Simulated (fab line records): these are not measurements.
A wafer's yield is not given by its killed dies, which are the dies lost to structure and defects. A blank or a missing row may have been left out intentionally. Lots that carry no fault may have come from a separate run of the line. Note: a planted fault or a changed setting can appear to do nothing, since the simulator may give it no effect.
fab line records ; flow n5Finfet ; part 2 of 2: steps 5 to 6 of 6
[record] lots = 22; wafers = 66; lastDay = 18
route steps=1938 shown SDB@364 DUMMY_REMOVAL@378 HKMG_FIN@399 GATE_CUT@470
lots with no fault: from the same line, run without faults
startH: start of the lot's first displayed wafer, in hours after the record's first day ; waitH: hours elapsed since this lot's preceding step ; " repeats the value in the row above ; L1.1+2: one row covering several wafers at once ; - either no value or no given start ; * or withheld: withheld ; < > ~ a bound
route shown NAME@n: names a module that has steps shown in the file, with the first one's number in the route ; usual: mean and standard deviation over wafers with no fault ; same: alike in all rows ; chamber/n: place in a boat ; sites: readings site by site ; _std_site: the values' standard deviation ; _edge_site: inner sites' mean taken away from outer sites' mean ; radiusMm: how far each site lies from the wafer's centre ; mask NAME#n: copy n ; behind: tool/chamber where the wafer was last shaped ; hold: why the lot went on hold/how many hours it stayed there/how the hold came to an end ; device: which transistor (n, p or np) failed to switch ; end of line: the route-end tests of the same wafers ; a step without rows: its recipe alone ; killed: count of dies lost to structure and defects at first sort (not the wafer's yield) ; map: a wafer's dies, x killed, . not, _ none there
set.NAME: setting as actually run; set.NAME@STEP: the setting as run at that earlier step ; model.NAME: the simulator's own value behind a step, which no gauge read
one table for each step of the route and one row for each wafer, over a sample of lots
services: from which hour (startH, from the record's first day; less than 0 if before it) a tool's chamber was out of use, for how many hours, and why
[[steps]]
[step N5_HKMG_FIN_STRIP_88]
[recipe] chemistry = N2/H2; powerW = 2500; tempC = 300; h2Frac = 0.65; timeS = 360; pressureMtorr = withheld; n2FlowSccm = 1750; h2FlowSccm = 3250
[usual] drypumpMotorCurrentA = 5.8/0.36; heaterPowerW = 483/16
[same] timeS = 360
lot.wafer;tool;chamber;startH;waitH;drypumpMotorCurrentA;heaterPowerW;rfHoursCounterH
L074.2;plasmaAsher-01;0;77.73;0.0;5.2;470;38
L074.3;plasmaAsher-01;1;77.73;0.0;5.9;500;-
L074.4;plasmaAsher-01;0;77.73;0.0;5.2;460;-
L076.1;plasmaAsher-01;1;87.65;0.0;5.9;508;40
L076.2;plasmaAsher-01;0;87.65;0.0;5.2;474;40
L076.4;plasmaAsher-01;1;87.65;0.0;5.9;488;-
L075.3;plasmaAsher-01;1;88.34;0.1;5.9;496;-
L075.4;plasmaAsher-01;0;88.34;0.1;5.2;467;-
L075.5;plasmaAsher-01;1;88.34;0.1;5.9;495;-
L077.1;plasmaAsher-02;1;95.68;0.0;6.2;470;90
L077.4;plasmaAsher-02;1;95.68;0.0;6.2;466;-
L077.6;plasmaAsher-02;0;95.68;0.0;5.7;505;-
L078.3;plasmaAsher-01;1;100.14;0.1;5.9;486;-
L078.5;plasmaAsher-01;0;100.14;0.1;5.2;461;-
L078.6;plasmaAsher-01;1;100.14;0.1;5.9;501;-
L079.1;plasmaAsher-02;0;109.95;0.0;5.7;486;93
L079.2;plasmaAsher-02;1;109.95;0.0;6.3;479;93
L079.6;plasmaAsher-02;1;109.95;0.0;6.2;472;-
L081.2;plasmaAsher-01;0;122.04;0.0;5.2;464;44
L081.4;plasmaAsher-01;1;122.04;0.0;5.9;501;-
L081.5;plasmaAsher-01;1;122.04;0.0;5.9;493;-
L080.1;plasmaAsher-01;0;123.54;0.0;5.2;472;45
L080.2;plasmaAsher-01;1;123.54;0.0;5.9;506;45
L080.4;plasmaAsher-01;0;123.54;0.0;5.2;469;-
L083.1;plasmaAsher-02;1;132.44;0.0;6.2;474;99
L083.2;plasmaAsher-02;0;132.44;0.0;5.6;487;99
L083.6;plasmaAsher-02;0;132.44;0.0;5.6;494;-
L084.3;plasmaAsher-02;1;141.83;0.1;6.2;462;-
L084.5;plasmaAsher-02;0;141.83;0.1;5.7;504;-
L084.6;plasmaAsher-02;1;141.83;0.1;6.2;475;-
L085.1;plasmaAsher-02;1;147.85;0.0;6.2;472;103
L085.3;plasmaAsher-02;0;147.85;0.0;5.7;488;-
L085.5;plasmaAsher-02;0;147.85;0.0;5.7;503;-
L086.1;plasmaAsher-02;0;150.60;0.0;5.7;499;104
L086.2;plasmaAsher-02;1;150.60;0.0;6.2;485;104
L086.3;plasmaAsher-02;1;150.60;0.0;6.2;459;-
L088.1;plasmaAsher-02;0;158.82;0.0;5.6;495;108
L088.4;plasmaAsher-02;0;158.82;0.0;5.7;501;-
L088.5;plasmaAsher-02;0;158.82;0.0;5.7;499;-
L087.1;plasmaAsher-02;1;161.42;0.0;6.2;476;109
L087.3;plasmaAsher-02;1;161.42;0.0;6.2;470;-
L087.4;plasmaAsher-02;0;161.42;0.0;5.7;493;-
L089.3;plasmaAsher-02;0;167.83;0.1;5.7;493;-
L089.5;plasmaAsher-02;0;167.83;0.1;5.7;508;-
L089.6;plasmaAsher-02;1;167.83;0.1;6.2;472;-
L090.3;plasmaAsher-02;0;172.51;0.1;5.7;500;-
L090.4;plasmaAsher-02;1;172.51;0.1;6.2;466;-
L090.6;plasmaAsher-02;0;172.51;0.1;5.7;505;-
L091.2;plasmaAsher-02;1;180.71;0.0;6.2;466;117
L091.3;plasmaAsher-02;1;180.71;0.0;6.2;464;-
L091.6;plasmaAsher-02;1;180.71;0.0;6.2;467;-
L092.2;plasmaAsher-02;1;182.71;0.0;6.2;468;118
L092.3;plasmaAsher-02;0;182.71;0.0;5.7;502;-
L092.4;plasmaAsher-02;1;182.71;0.0;6.2;465;-
L093.1;plasmaAsher-02;0;191.27;0.0;5.6;493;120
L093.2;plasmaAsher-02;1;191.27;0.0;6.2;474;120
L093.4;plasmaAsher-02;1;191.27;0.0;6.2;465;-
L094.1;plasmaAsher-01;0;199.60;0.0;5.2;475;52
L094.2;plasmaAsher-01;1;199.60;0.0;5.9;495;52
L094.4;plasmaAsher-01;0;199.60;0.0;5.2;468;-
L095.2;plasmaAsher-02;0;204.19;0.0;5.7;478;122
L095.3;plasmaAsher-02;0;204.19;0.0;5.6;500;-
L095.4;plasmaAsher-02;1;204.19;0.0;6.2;465;-
L097.1;plasmaAsher-02;1;216.73;0.0;6.2;472;124
L097.4;plasmaAsher-02;0;216.73;0.0;5.7;496;-
L097.5;plasmaAsher-02;1;216.73;0.0;6.2;465;-
[step N5_GATE_CUT_STRIP_59]
[recipe] chemistry = N2/H2; timeS = 20; powerW = 100; tempC = 40; pressureMtorr = 100; rfFrequencyHz = 6e+07; biasPowerW = 3; n2FlowSccm = 300; h2FlowSccm = 300
[usual] chamberPressureMTorr = 100.00/0.092; drypumpMotorCurrentA = 5.8/0.46; oesProductAu = 0.80/0.099; rfVppV = 45.3/0.85; showerheadPlenumPTorr = 3.32/0.07; throttleValvePct = 12.29/0.3
[same] timeS = 20
lot.wafer;tool;chamber;startH;waitH;chamberPressureMTorr;drypumpMotorCurrentA;oesProductAu;rfHoursCounterH;rfVppV;showerheadPlenumPTorr;throttleValvePct
L074.2;rieDiel-06;2;81.29;0.1;100.11;5.8;0.76;150;46.0;3.37;12.28
L074.3;rieDiel-06;3;81.29;0.1;100.06;5.0;0.77;140;44.6;3.24;12.28
L074.4;rieDiel-06;0;81.29;0.1;99.89;6.3;0.92;-;44.3;3.31;11.85
L076.1;rieDiel-03;1;91.11;0.1;99.87;5.7;0.70;207;45.5;3.35;12.73
L076.2;rieDiel-03;3;91.11;0.1;99.87;5.0;0.72;183;45.3;3.22;12.37
L076.4;rieDiel-03;3;91.11;0.1;100.04;5.0;0.73;-;43.9;3.22;12.34
L075.3;rieDiel-01;0;91.71;0.1;99.95;6.1;0.69;247;46.3;3.32;12.51
L075.4;rieDiel-01;2;91.71;0.1;100.15;6.0;0.67;232;44.9;3.34;12.73
L075.5;rieDiel-01;3;91.71;0.1;100.03;6.7;0.76;-;45.2;3.40;12.17
L077.1;rieDiel-01;1;99.19;0.1;99.94;6.0;0.92;36;44.4;3.28;11.78
L077.4;rieDiel-01;3;99.19;0.1;100.14;6.7;0.77;130;44.5;3.40;12.15
L077.6;rieDiel-01;1;99.19;0.1;100.07;5.9;0.91;-;45.7;3.28;11.80
L078.3;rieDiel-06;0;103.27;0.1;99.97;6.2;0.90;26;45.4;3.31;11.87
L078.5;rieDiel-06;3;103.27;0.1;100.04;5.0;0.76;-;44.5;3.24;12.30
L078.6;rieDiel-06;0;103.27;0.1;100.06;6.2;0.90;-;45.6;3.31;11.87
L079.1;rieDiel-06;2;113.31;0.1;99.91;5.8;0.75;160;44.8;3.36;12.29
L079.2;rieDiel-06;1;113.31;0.1;100.13;5.3;0.73;188;43.9;3.24;12.28
L079.6;rieDiel-06;0;113.31;0.1;99.78;6.2;0.90;-;44.7;3.31;11.88
L081.2;rieDiel-03;1;125.35;0.1;100.03;5.6;0.70;216;44.4;3.34;12.75
L081.4;rieDiel-03;0;125.35;0.1;100.08;6.0;0.96;12;44.8;3.45;12.11
L081.5;rieDiel-03;1;125.35;0.1;99.93;5.7;0.69;-;44.4;3.35;12.75
L080.1;rieDiel-03;1;126.93;0.1;100.22;5.7;0.70;216;44.6;3.34;12.74
L080.2;rieDiel-03;3;126.93;0.1;100.09;5.0;0.72;195;45.0;3.22;12.37
L080.4;rieDiel-03;2;126.93;0.1;99.86;5.6;0.74;174;45.4;3.36;12.55
L083.1;rieDiel-03;2;135.99;0.1;100.19;5.6;0.73;177;43.9;3.36;12.57
L083.2;rieDiel-03;1;135.99;0.1;99.88;5.7;0.70;219;46.3;3.34;12.75
L083.6;rieDiel-03;1;135.99;0.1;99.91;5.7;0.70;-;44.4;3.34;12.76
L084.3;rieDiel-01;0;145.01;0.1;99.98;6.1;0.97;4;45.4;3.31;11.87
L084.5;rieDiel-01;0;145.01;0.1;100.01;6.1;0.98;-;45.0;3.31;11.89
L084.6;rieDiel-01;1;145.01;0.1;99.99;5.9;0.89;-;44.6;3.27;11.84
L085.1;rieDiel-01;3;151.60;0.1;100.08;6.7;0.75;148;45.5;3.39;12.22
L085.3;rieDiel-01;0;151.60;0.1;100.13;6.1;0.96;7;45.1;3.31;11.89
L085.5;rieDiel-01;3;151.60;0.1;99.93;6.7;0.75;-;46.3;3.39;12.23
L086.1;rieDiel-03;0;153.91;0.1;99.95;6.0;0.94;20;45.5;3.45;12.13
L086.2;rieDiel-03;3;153.91;0.1;100.03;5.0;0.72;203;44.9;3.21;12.40
L086.3;rieDiel-03;2;153.91;0.1;100.11;5.6;0.72;183;45.7;3.36;12.58
L088.1;rieDiel-01;0;162.06;0.1;99.89;6.1;0.94;11;46.4;3.31;11.87
L088.4;rieDiel-01;1;162.06;0.1;100.03;5.8;0.89;-;45.8;3.27;11.86
L088.5;rieDiel-01;0;162.06;0.1;99.90;6.1;0.95;-;45.2;3.31;11.89
L087.1;rieDiel-06;3;165.05;0.1;99.96;5.0;0.75;168;44.6;3.23;12.34
L087.3;rieDiel-06;0;165.05;0.1;100.04;6.2;0.88;44;46.4;3.30;11.94
L087.4;rieDiel-06;1;165.05;0.1;100.04;5.3;0.73;203;45.2;3.23;12.31
L089.3;rieDiel-03;0;171.17;0.1;100.19;6.0;0.92;26;47.4;3.44;12.17
L089.5;rieDiel-03;2;171.17;0.1;100.07;5.6;0.72;-;45.2;3.36;12.59
L089.6;rieDiel-03;0;171.17;0.1;99.93;6.0;0.93;-;45.0;3.45;12.15
L090.3;rieDiel-03;3;175.63;0.1;100.14;5.0;0.72;208;44.2;3.21;12.43
L090.4;rieDiel-03;0;175.63;0.1;99.69;6.0;0.93;27;46.3;3.44;12.15
L090.6;rieDiel-03;3;175.63;0.1;100.02;5.0;0.72;-;45.0;3.21;12.40
L091.2;rieDiel-03;0;184.11;0.1;99.81;6.0;0.92;29;46.1;3.44;12.16
L091.3;rieDiel-03;1;184.11;0.1;100.04;5.7;0.67;232;45.5;3.34;12.79
L091.6;rieDiel-03;0;184.11;0.1;99.97;6.0;0.91;-;45.0;3.44;12.17
L092.2;rieDiel-03;0;185.95;0.1;100.06;6.0;0.92;29;45.6;3.44;12.16
L092.3;rieDiel-03;3;185.95;0.1;99.99;5.0;0.71;210;43.6;3.21;12.42
L092.4;rieDiel-03;2;185.95;0.1;99.88;5.6;0.72;191;46.8;3.36;12.60
L093.1;rieDiel-03;3;194.55;0.1;100.01;5.0;0.72;213;44.2;3.21;12.42
L093.2;rieDiel-03;1;194.55;0.1;100.05;5.7;0.68;236;45.3;3.33;12.82
L093.4;rieDiel-03;2;194.55;0.1;99.97;5.6;0.72;193;44.6;3.35;12.61
L094.1;rieDiel-01;1;202.84;0.1;99.93;5.9;0.86;72;45.0;3.26;11.89
L094.2;rieDiel-01;3;202.84;0.1;100.06;6.7;0.73;161;45.9;3.38;12.23
L094.4;rieDiel-01;2;202.84;0.1;99.96;6.1;0.91;16;44.4;3.32;12.19
L095.2;rieDiel-01;0;207.52;0.1;99.98;6.1;0.91;25;46.7;3.30;11.93
L095.3;rieDiel-01;1;207.52;0.1;100.01;5.8;0.86;72;45.9;3.26;11.90
L095.4;rieDiel-01;3;207.52;0.1;100.00;6.7;0.75;162;45.7;3.38;12.25
L097.1;rieDiel-01;1;219.97;0.1;99.87;5.9;0.86;77;46.5;3.26;11.90
L097.4;rieDiel-01;2;219.97;0.1;99.96;6.0;0.90;21;45.3;3.32;12.20
L097.5;rieDiel-01;2;219.97;0.1;99.98;6.0;0.91;-;44.3;3.32;12.20
[[services]]
tool;chamber;startH;hours;kind
aldMetal-02;-;53.55;0.4;repair
rieDiel-01;2;60.91;23.0;repair
rieDiel-01;-;62.44;2.8;pm
aldMetal-04;1;64.09;4.9;repair
plasmaAsher-02;-;67.08;8.9;repair
rieDiel-06;1;71.21;24.2;repair
aldMetal-02;-;81.83;0.4;repair
rieDiel-04;-;86.97;0.2;repair
rieDiel-05;1;89.57;3.7;repair
plasmaAsher-01;-;100.83;17.6;repair
rieDiel-03;1;103.40;9.8;repair
rieDiel-04;3;103.87;1.6;repair
aldMetal-02;0;113.42;16.1;repair
rieDiel-05;2;127.78;5.4;repair
rieDiel-04;0;133.20;5.6;repair
plasmaAsher-01;-;144.23;41.7;repair
rieDiel-01;3;161.64;11.6;repair
aldMetal-02;2;165.51;13.3;repair
rieDiel-03;3;167.69;6.6;repair
aldMetal-02;3;190.10;6.9;repair
rieDiel-06;-;193.26;2.8;pm
rieDiel-05;3;207.52;3.0;repair
aldMetal-02;-;208.27;0.6;repair
rieDiel-06;1;217.57;10.0;repair
